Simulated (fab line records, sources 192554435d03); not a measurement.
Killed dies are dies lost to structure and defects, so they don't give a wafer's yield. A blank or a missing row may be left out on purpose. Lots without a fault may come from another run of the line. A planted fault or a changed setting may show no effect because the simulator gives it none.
Chamber matching | flow n5_finfet | N5_BEOL_M4_PRE_CLEAN_60 on cvd_co-02: 3 sister chambers
The step time 15 s. 27 wafers are shown with their chamber, then 12 later ones without.

WAFERS WITH THEIR CHAMBER
wafer  | chamber | heater_power_outer_w (W) | heater_power_w (W)
L074.2 | 2       | 14                       | 75
L074.3 | 0       | 31                       | 110
L074.4 | 1       | 30                       | 80
L075.4 | 0       | 31                       | 113
L075.5 | 1       | 29                       | 80
L075.6 | 0       | 31                       | 112
L076.2 | 1       | 30                       | 81
L076.3 | 2       | 14                       | 75
L076.6 | 0       | 31                       | 114
L078.2 | 2       | 14                       | 77
L078.3 | 1       | 30                       | 80
L078.4 | 0       | 31                       | 110
L079.1 | 1       | 30                       | 80
L079.2 | 0       | 31                       | 111
L079.6 | 0       | 31                       | 111
L081.1 | 2       | 15                       | 76
L081.3 | 0       | 31                       | 110
L081.6 | 0       | 30                       | 111
L083.1 | 1       | 31                       | 78
L083.4 | 0       | 31                       | 111
L083.5 | 1       | 31                       | 80
L084.2 | 2       | 15                       | 76
L084.3 | 0       | 30                       | 110
L084.6 | 0       | 31                       | 110
L089.1 | 2       | 15                       | 80
L089.2 | 0       | 31                       | 112
L089.3 | 1       | 30                       | 81

SIGNATURES (means of the wafers above)
reading              | chamber 0 | chamber 1 | chamber 2 | scatter within a chamber
heater_power_outer_w | 30.85     | 30.12     | 14.50     | 0.503
heater_power_w       | 111.15    | 80.00     | 76.50     | 1.34
Rule: a wafer's distance from a chamber is the root of the sum, over the readings, of the square of ((its reading less the chamber's mean) divided by the reading's scatter). The wafer belongs to the nearest chamber; if the next one is less than 2 further off, it can't be placed. The scatter: the root of (the sum of the squares of (reading less its chamber's mean) over the shown wafers, divided by (wafers less chambers)).

WAFERS WITHOUT THEIR CHAMBER
wafer  | heater_power_outer_w (W) | heater_power_w (W)
L088.1 | 14                       | 75
L088.5 | 14                       | 76
L088.6 | 31                       | 110
L091.2 | 31                       | 80
L091.5 | 30                       | 113
L091.6 | 14                       | 78
L095.2 | 30                       | 81
L095.5 | 31                       | 81
L095.6 | 15                       | 77
L096.4 | 14                       | 78
L096.5 | 30                       | 80
L096.6 | 32                       | 110

WHICH CHAMBER EACH WENT THROUGH
wafer  | from the rows above | in truth
L088.1 | 2                   | 2
L088.5 | 2                   | 2
L088.6 | 0                   | 0
L091.2 | 1                   | 1
L091.5 | 0                   | 0
L091.6 | 2                   | 2
L095.2 | 1                   | 1
L095.5 | 1                   | 1
L095.6 | 2                   | 2
L096.4 | 2                   | 2
L096.5 | 1                   | 1
L096.6 | 0                   | 0
Placed correctly: 12 of 12. Can't be placed from these rows: 0. Placed wrongly: 0.
